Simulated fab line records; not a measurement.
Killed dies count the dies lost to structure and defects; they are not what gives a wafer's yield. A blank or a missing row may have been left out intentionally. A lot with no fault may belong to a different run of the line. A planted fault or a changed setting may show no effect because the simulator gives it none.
fab line records	flow n5Finfet
record: lots: 7	wafers: 21	lastDay: 16
route steps=1938 shown MIM_BOT_LITHO@1854 MIM_BOT_ETCH@1866 PASSIVATION@1936
lots that met no fault: from a run of the same line without faults
startH: hours from the record's first day to the start of the lot's first wafer shown	waitH: hours from the lot's prior step to this one	" the same as in the row above	L1.1+2: a single row standing in for several wafers	- no value, or no start was given	* or withheld: withheld	< > ~ a bound
route shown NAME@n: a module of which the file shows steps, and the number in the route of the first	usual: mean and standard deviation over wafers with no fault	same: alike in all rows	chamber/n: place in a boat	sites: readings site by site	_std_site: their standard deviation	_edge_site: inner sites' mean taken away from outer sites' mean	radiusMm: how far each site lies from the wafer's centre	mask NAME#n: copy n	behind: the last tool/chamber to shape the wafer	hold: why the lot went on hold/how many hours it stayed there/how the hold came to an end	device: which transistor (n, p or np) failed to switch	end of line: the same wafers' tests at the end of the route	step lacking rows: just its recipe	killed: not the wafer's yield, but the dies lost to structure and defects at the first sort	map: per-die view of a wafer (x killed, . not killed, _ where there is no die)
set.NAME: setting as actually run; set.NAME@STEP: the setting as run at that earlier step	model.NAME: the simulator's own value behind a step, which no gauge read
a table for each step, a row for each wafer; lots at some steps of the route
services: when a tool's chamber went out of use (startH, in hours from the record's first day, below 0 if earlier), for how many hours, and the reason
== steps ==
step: N5_MIM_BOT_LITHO_HMDS_01
recipe: timeS: 60	tempC: 120
step: N5_MIM_BOT_LITHO_COAT_02
recipe: spinRpm: *	resistThkNm: *
step: N5_MIM_BOT_LITHO_EBR_04
recipe: solvent: PGMEA	ebrWidthMm: 1.5
step: N5_MIM_BOT_LITHO_SOFTBAKE_03
recipe: tempC: 100	timeS: 90
step: N5_MIM_BOT_LITHO_EXPOSE_05
recipe: maskId: MIM_BOT	na: 0.55	sourceShape: conventional	sigmaOuter: 0.8	polarization: unpolarized	doseMj: 24.25
step: N5_MIM_BOT_LITHO_PEB_06
recipe: pebTempC: withheld	pebTimeS: *
step: N5_MIM_BOT_LITHO_DEVELOP_07
recipe: developTimeS: 60	rinseLiquid: diw	dry: airSpin	devTempC: 21
step: N5_MIM_BOT_LITHO_HARDBAKE_09
recipe: tempC: 130	timeS: 120
step: N5_MIM_BOT_LITHO_CD_MEAS_08
recipe: targetCdNm: 3000	landingEnergyEv: 500	detector: seInlens	polarity: opening
usual: cdNm: 2999/3.1
same: landingEnergyEv: 500
lot.wafer	tool	chamber	startH	waitH	cdNm
L552.2	cdSem-01	0	274.48	-	2998
L552.3	"	0	"	"	2999
L552.5	"	0	"	"	2994
L559.3	cdSem-01	0	311.88	-	2997
L559.5	"	0	"	"	3000
L559.6	"	0	"	"	3001
L561.2	cdSem-03	0	327.59	-	2997
L561.3	"	0	"	"	2998
L561.4	"	0	"	"	2996
L562.1	cdSem-01	0	327.76	-	3002
L562.2	"	0	"	"	2999
L562.5	"	0	"	"	2995
L563.2	cdSem-02	0	336.55	-	2995
L563.4	"	0	"	"	2996
L563.6	"	0	"	"	3002
L566.2	cdSem-02	0	358.67	-	2995
L566.3	"	0	"	"	2995
L566.6	"	0	"	"	2999
L571.1	cdSem-03	0	384.58	-	3002
L571.2	"	0	"	"	3006
L571.4	"	0	"	"	3002
step: N5_MIM_BOT_LITHO_OVL_MEAS_11
recipe: pointsPerWafer: 44
usual: MIM_BOT_OVL: 1/5.4
lot.wafer	tool	chamber	startH	waitH	MIM_BOT_OVL[nm]
L552.2	overlay-02	0	274.51	0.0	5
L552.3	"	0	"	"	-3
L552.5	"	0	"	"	7
L559.3	overlay-02	0	311.91	0.0	3
L559.5	"	0	"	"	3
L559.6	"	0	"	"	2
L561.2	overlay-02	0	327.62	0.0	-5
L561.3	"	0	"	"	-3
L561.4	"	0	"	"	-1
L562.1	overlay-02	0	327.79	0.0	1
L562.2	"	0	"	"	-2
L562.5	"	0	"	"	3
L563.2	overlay-01	0	336.58	0.0	1
L563.4	"	0	"	"	-3
L563.6	"	0	"	"	-2
L566.2	overlay-02	0	358.69	0.0	4
L566.3	"	0	"	"	13
L566.6	"	0	"	"	2
L571.1	overlay-02	0	384.61	0.0	-1
L571.2	"	0	"	"	-4
L571.4	"	0	"	"	-9
step: N5_MIM_BOT_LITHO_INSPECT_12
recipe: mode: adi	inspectInstrument: macro
usual: rawDefectCount: 2.0/1.5
lot.wafer	tool	chamber	startH	waitH	rawDefectCount
L552.2	defectInspect-02	-	274.53	0.0	2
L552.3	"	-	"	"	1
L552.5	"	-	"	"	4
L559.3	defectInspect-01	-	311.94	0.0	3
L559.5	"	-	"	"	2
L559.6	"	-	"	"	3
L561.2	defectInspect-01	-	327.64	0.0	2
L561.3	"	-	"	"	0
L561.4	"	-	"	"	3
L562.1	defectInspect-01	-	327.81	0.0	5
L562.2	"	-	"	"	0
L562.5	"	-	"	"	3
L563.2	defectInspect-02	-	336.61	0.0	2
L563.4	"	-	"	"	0
L563.6	"	-	"	"	1
L566.2	defectInspect-02	-	358.72	0.0	2
L566.3	"	-	"	"	3
L566.6	"	-	"	"	2
L571.1	defectInspect-01	-	384.64	0.0	3
L571.2	"	-	"	"	1
L571.4	"	-	"	"	2
step: N5_MIM_BOT_LITHO_DESCUM_10
recipe: chemistry: O2	timeS: 7.9	sourcePowerW: 50	biasPowerW: 20	pressureMtorr: 20	rfFrequencyHz: 2.712e+07	tempC: 40	o2FlowSccm: 225
usual: drypumpMotorCurrentA: 6.1/0.44	oesProductAu: 0.81/0.09	rfVppV: 242.9/1.3	showerheadPlenumPTorr: 2.07/0.066	throttleValvePct: 20.37/0.17
lot.wafer	tool	chamber	startH	waitH	drypumpMotorCurrentA	oesProductAu	rfHoursCounterH	rfVppV	showerheadPlenumPTorr	throttleValvePct
L552.2	rieDiel-04	2	274.57	0.0	5.9	0.79	112	244.3	2.18	20.36
L552.3	"	3	"	"	5.8	0.92	22	244.5	2.24	19.83
L552.5	"	3	"	"	5.8	0.93	-	245.0	2.24	19.83
L559.3	rieDiel-02	3	311.97	0.0	6.8	0.91	20	242.4	2.03	20.39
L559.5	"	0	"	"	5.8	0.67	-	242.4	2.00	20.49
L559.6	"	1	"	"	6.3	0.78	-	242.9	2.11	20.51
L561.2	rieDiel-06	0	327.85	0.2	6.4	0.69	192	242.7	2.07	20.25
L561.3	"	2	"	"	4.9	0.94	12	242.2	2.07	20.28
L561.4	"	3	"	"	6.4	0.73	189	244.1	2.18	20.55
L562.1	rieDiel-02	3	327.87	0.1	6.8	0.89	26	241.9	2.03	20.38
L562.2	"	2	"	"	5.9	0.90	35	242.2	2.04	20.15
L562.5	"	3	"	"	6.8	0.89	-	243.5	2.03	20.39
L563.2	rieDiel-02	2	336.68	0.1	5.9	0.90	38	240.4	2.04	20.17
L563.4	"	3	"	"	6.8	0.88	29	242.2	2.03	20.41
L563.6	"	0	"	"	5.8	0.66	-	240.8	1.99	20.48
L566.2	rieDiel-02	2	358.82	0.1	5.8	0.89	46	243.1	2.04	20.17
L566.3	"	3	"	"	6.8	0.87	37	243.9	2.03	20.42
L566.6	"	2	"	"	5.8	0.88	-	243.8	2.04	20.17
L571.1	rieDiel-06	0	384.67	0.0	6.4	0.69	212	243.0	2.07	20.28
L571.2	"	1	"	"	5.7	0.75	168	241.9	2.01	20.38
L571.4	"	3	"	"	6.4	0.71	207	245.5	2.17	20.59
step: N5_MIM_BOT_ETCH_ETCH_04
recipe: chemistry: CF4/O2	target: SiNx	targetDepthA: 260	timeS: 13	ionEnergyEv: 100	pressureMtorr: 40	sourceW: 535	biasW: 49	Ar_flow_sccm: 100	cf4FlowSccm: 100	O2_flow_sccm: 10
usual: cf4FlowSccm: 100.03/0.27	drypumpMotorCurrentA: 6.1/0.44	oes_ar_750_au: 0.80/0.083	oes_f_703_au: 0.80/0.081	oes_o_777_au: 0.80/0.081	oesProductAu: 0.80/0.088	rfVppV: 239/6.4	showerheadPlenumPTorr: 2.19/0.072	throttleValvePct: 15.92/0.16
lot.wafer	tool	chamber	startH	waitH	cf4FlowSccm	drypumpMotorCurrentA	oes_ar_750_au	oes_f_703_au	oes_o_777_au	oesProductAu	rfHoursCounterH	rfVppV	showerheadPlenumPTorr	throttleValvePct	model.etch.depthNm
L552.2	rieDiel-04	2	274.64	0.0	100.22	5.9	0.79	0.80	0.77	0.79	112	237	2.30	16.02	26.3
L552.3	"	3	"	"	100.24	5.8	0.93	0.96	0.93	0.94	22	238	2.35	15.47	27.72
L552.5	"	3	"	"	99.83	5.8	0.93	0.97	0.92	0.94	-	237	2.35	15.49	27.81
L559.3	rieDiel-02	3	312.04	0.0	100.16	6.8	0.88	0.85	0.86	0.88	20	249	2.15	15.97	25.03
L559.5	"	0	"	"	99.94	5.8	0.68	0.69	0.71	0.67	-	238	2.08	15.94	24.93
L559.6	"	1	"	"	99.71	6.3	0.81	0.80	0.80	0.77	-	229	2.23	16.00	25.06
L561.2	rieDiel-06	0	327.91	0.0	100.05	6.4	0.71	0.72	0.70	0.70	192	241	2.20	15.98	25.15
L561.3	"	2	"	"	99.55	4.9	0.95	0.96	0.97	0.96	12	232	2.17	15.64	27.03
L561.4	"	3	"	"	100.04	6.4	0.72	0.72	0.73	0.74	189	248	2.29	16.04	25.74
L562.1	rieDiel-02	3	327.94	0.0	69.71	6.8	1.05	0.92	1.25	0.83	26	240	1.93	14.71	23.72
L562.2	"	2	"	"	69.89	5.9	1.09	0.98	1.28	0.88	35	232	1.97	14.57	24.26
L562.5	"	3	"	"	70.13	6.8	1.04	0.93	1.26	0.85	-	241	1.93	14.73	23.92
L563.2	rieDiel-02	2	336.74	0.0	70.02	5.9	1.09	0.97	1.27	0.86	38	232	1.97	14.55	24.1
L563.4	"	3	"	"	70.30	6.8	1.04	0.92	1.24	0.83	29	239	1.93	14.72	23.59
L563.6	"	0	"	"	69.86	5.8	0.82	0.76	1.03	0.64	-	228	1.87	14.75	23.41
L566.2	rieDiel-02	2	358.89	0.0	70.13	5.9	1.06	0.96	1.26	0.86	46	231	1.96	14.60	24.42
L566.3	"	3	"	"	69.59	6.8	1.03	0.90	1.23	0.81	37	241	1.93	14.74	23.5
L566.6	"	2	"	"	69.76	5.9	1.07	0.96	1.25	0.85	-	232	1.96	14.58	24.3
L571.1	rieDiel-06	0	384.74	0.0	100.23	6.4	0.70	0.70	0.68	0.69	212	241	2.20	16.01	25.44
L571.2	"	1	"	"	100.29	5.7	0.74	0.73	0.76	0.73	168	237	2.11	15.94	24.7
L571.4	"	3	"	"	100.14	6.4	0.71	0.71	0.71	0.73	207	247	2.28	16.06	26.01
step: N5_MIM_BOT_ETCH_ETCH_03
recipe: chemistry: Cl2/BCl3	targetDepthA: 120	pressureMtorr: 8	icpW: 800	biasW: 100	Cl2_flow_sccm: 20	bcl3FlowSccm: 80
usual: drypumpMotorCurrentA: 5.7/0.33	oesProductAu: 0.87/0.078	throttleValvePct: 27.58/0.24
lot.wafer	tool	chamber	startH	waitH	drypumpMotorCurrentA	oesProductAu	rfHoursCounterH	throttleValvePct
L552.2	rieMetal-03	1	274.73	0.1	5.3	0.94	2	27.72
L552.3	"	0	"	"	5.9	0.76	-	27.74
L552.5	"	0	"	"	5.9	0.76	-	27.72
L559.3	rieMetal-02	0	312.16	0.1	5.8	0.87	-	27.77
L559.5	"	1	"	"	5.8	0.96	-	27.49
L559.6	"	0	"	"	5.8	0.87	-	27.74
L561.2	rieMetal-02	0	328.00	0.1	5.8	0.87	13	27.77
L561.3	"	1	"	"	5.8	0.95	-	27.51
L561.4	"	0	"	"	5.8	0.86	-	27.77
L562.1	rieMetal-03	0	328.03	0.1	5.9	0.75	44	27.75
L562.2	"	1	"	"	5.3	0.88	7	27.72
L562.5	"	0	"	"	5.9	0.74	-	27.75
L563.2	rieMetal-02	1	336.83	0.1	5.8	0.94	8	27.51
L563.4	"	0	"	"	5.8	0.86	-	27.76
L563.6	"	0	"	"	5.8	0.85	-	27.75
L566.2	rieMetal-02	1	358.97	0.1	5.8	0.93	9	27.50
L566.3	"	1	"	"	5.8	0.93	-	27.51
L566.6	"	0	"	"	5.8	0.85	-	27.77
L571.1	rieMetal-03	1	384.83	0.1	5.3	0.85	13	27.73
L571.2	"	0	"	"	5.9	0.73	50	27.76
L571.4	"	0	"	"	5.9	0.72	-	27.77
step: N5_PASSIVATION_PROBE_49
usual: defectLimitedYield: 91.5/1.4	killed_at_M0_to_M3: 32/11	killed_at_M4_up: 12/4.4	killedAtContacts: 13/6.1	killedAtFrontEnd: 39/12	killedAtOther: 3.9/3	killedDies: 100/17	killedOpen: 66/12	killedShort: 33/7.4	sort_bin_4_leakage: 0.03/0.14	sort_bin_5_function: 5.0/0.95	sort_bin_6_memory: 3.2/0.66	sort_bin_8_speed: 0.0/0.33	sortNPass: 1079/17	sortYieldPct: 91.4/1.5
same: grossDies: 1180	killedAtBackSide: 0
lot.wafer	tool	chamber	startH	waitH	defectLimitedYield[%]	killed_at_M0_to_M3	killed_at_M4_up	killedAtContacts	killedAtFrontEnd	killedAtOther	killedDies	killedOpen	killedShort	sort_bin_4_leakage[%]	sort_bin_5_function[%]	sort_bin_6_memory[%]	sort_bin_8_speed[%]	sortNPass	sortYieldPct[%]
L552.2	prober-02	-	283.05	0.1	89.7	47	8	26	37	3	121	72	42	0	5.8	3.3	0	1059	89.7
L552.3	prober-02	-	283.10	0.1	90.0	32	5	27	47	7	118	82	36	0	6.1	3.7	0	1062	90.0
L552.5	prober-02	-	283.20	0.2	89.7	31	13	18	51	9	122	74	48	0	6.5	3.5	0	1058	89.7
L561.2	prober-02	-	336.40	0.1	91.3	36	10	8	45	4	103	68	35	0	5.0	3.4	0	1077	91.3
L561.3	prober-02	-	336.45	0.1	92.5	26	11	6	40	5	88	59	25	0	4.4	2.7	0	1092	92.5
L561.4	prober-02	-	336.50	0.2	94.1	22	13	4	31	0	70	55	15	0	3.5	2.4	0	1110	94.1
L566.2	prober-02	-	369.80	0.1	92.9	24	9	22	27	2	84	53	31	1.19	4.8	1.9	0	1082	91.7
L566.3	prober-02	-	369.85	0.1	92.4	25	12	15	38	0	90	57	31	0	4.7	2.9	0	1090	92.4
L566.6	prober-02	-	370.00	0.3	92.2	17	17	9	47	2	92	56	34	0	4.3	2.9	0	1088	92.2
killed by level:class
L552.2 MOL_CONTACT_COAG:geometricParticle:open=21 BEOL_M0_SAQP:geometricParticle:open=14 BEOL_M1:geometricParticle:short=12 BEOL_M0_SAQP:geometricParticle:short=7 HKMG_FIN:areaEtch=6 FIN_SAQP:geometricParticle:open=5 DUMMY_GATE:geometricParticle:open=5 ILD0:geometricParticle:open=5
L552.3 MOL_CONTACT_COAG:geometricParticle:open=22 BEOL_M0_SAQP:geometricParticle:open=10 FIN_SAQP:geometricParticle:open=9 SPACER0:geometricParticle:open=9 FIN_SAQP:geometricParticle:short=7 STI_FIN_REVEAL:geometricParticle:open=6 BEOL_M0_SAQP:geometricParticle:short=6 MOL_CONTACT_COAG:geometricParticle:short=5
L552.5 MOL_CONTACT_COAG:geometricParticle:open=15 STI_FIN_REVEAL:geometricParticle:open=13 FIN_SAQP:geometricParticle:open=10 BEOL_M1:geometricParticle:open=8 BEOL_M0_SAQP:geometricParticle:short=8 FIN_SAQP:geometricParticle:short=7 BEOL_M1:geometricParticle:short=6 GATE_CUT:geometricParticle:open=4
L561.2 FIN_SAQP:geometricParticle:open=15 BEOL_M0_SAQP:geometricParticle:short=11 FIN_SAQP:geometricParticle:short=9 MOL_CONTACT_COAG:geometricParticle:open=8 BEOL_M0_SAQP:geometricParticle:open=8 STI_FIN_REVEAL:geometricParticle:open=8 BEOL_M3:geometricParticle:open=8 BEOL_M5:geometricParticle:open=4
L561.3 STI_FIN_REVEAL:geometricParticle:open=14 BEOL_M0_SAQP:geometricParticle:open=11 BEOL_M0_SAQP:geometricParticle:short=9 MOL_CONTACT_COAG:geometricParticle:open=5 FIN_SAQP:geometricParticle:open=4 STARTING-WAFER:geometricParticle:open=4 BEOL_M6:geometricParticle:open=4 DUMMY_GATE:geometricParticle:open=3
L561.4 BEOL_M3:geometricParticle:open=8 GATE_CUT:geometricParticle:open=7 FIN_SAQP:geometricParticle:open=5 GATE_CUT:geometricParticle:short=5 MOL_CONTACT_COAG:geometricParticle:open=4 BEOL_M1:geometricParticle:open=4 BEOL_M5:geometricParticle:open=4 DUMMY_GATE:geometricParticle:open=3
L566.2 MOL_CONTACT_COAG:geometricParticle:open=19 BEOL_M3:geometricParticle:open=7 BEOL_M0:geometricParticle:open=6 FIN_SAQP:geometricParticle:short=5 FIN_CUT:geometricParticle:short=4 GATE_CUT:geometricParticle:short=4 BEOL_M3:geometricParticle:short=4 DUMMY_GATE:geometricParticle:open=3
L566.3 MOL_CONTACT_COAG:geometricParticle:open=11 STI_FIN_REVEAL:geometricParticle:open=9 FIN_SAQP:geometricParticle:short=8 BEOL_M4:geometricParticle:open=6 BEOL_M0_SAQP:geometricParticle:open=5 BEOL_M2:geometricParticle:open=5 BEOL_M0:geometricParticle:open=4 ILD0:geometricParticle:short=4
L566.6 STI_FIN_REVEAL:geometricParticle:open=10 FIN_SAQP:geometricParticle:open=8 MOL_CONTACT_COAG:geometricParticle:open=8 BEOL_M4:geometricParticle:open=7 FIN_SAQP:geometricParticle:short=6 STI_FIN_REVEAL:geometricParticle:short=6 BEOL_M1:geometricParticle:open=4 STARTING-WAFER:geometricParticle:short=4
== services ==
tool	chamber	startH	hours	kind
rieDiel-06	2	274.97	-	clean
rieDiel-06	2	274.97	-	consumableReplace:focusRing
rieDiel-06	2	274.97	20.6	scheduledDown
rieDiel-06	2	274.97	20.6	ventCycle
rieMetal-03	0	277.46	1.2	repair
rieDiel-06	-	279.75	0.6	repair
rieMetal-02	0	281.18	8.2	repair
rieMetal-02	-	342.30	1.0	repair
rieMetal-02	-	349.32	1.4	pm
rieDiel-04	2	365.46	5.0	repair
rieDiel-02	0	366.23	-	clean
rieDiel-02	0	366.23	-	consumableReplace:focusRing
rieDiel-02	0	366.23	18.5	scheduledDown
rieDiel-02	0	366.23	18.5	ventCycle
rieDiel-04	-	376.07	3.0	repair
rieMetal-03	-	378.13	2.1	repair
== key ==
firstSign: step: N5_MIM_BOT_ETCH_ETCH_04	reading: cf4FlowSccm	direction: down	sigmas: 99+	usual: 100.03	struck: 69.93
effect: step: N5_MIM_BOT_ETCH_ETCH_04	reading: throttleValvePct	direction: down	sigmas: 8	usual: *	struck: *
modelEffect: step: N5_MIM_BOT_ETCH_ETCH_04	value: etch.depthNm	without: 25.07	struck: 23.91
metAt N5_MIM_BOT_ETCH_ETCH_04
struckWafers L562.1,L562.2,L562.5,L563.2,L563.4,L563.6,L566.2,L566.3,L566.6
onsetBetween 312.04 327.94
fault: kind: processParameterDrift	tool: rieDiel-02	chamber: -	onsetH: 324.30	steps: N5_MIM_BOT_ETCH_ETCH_04	channel: cf4FlowSccm	offset: -30	shape: step	endH: 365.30	actsIn: theseRecipesOnly	stated: 100
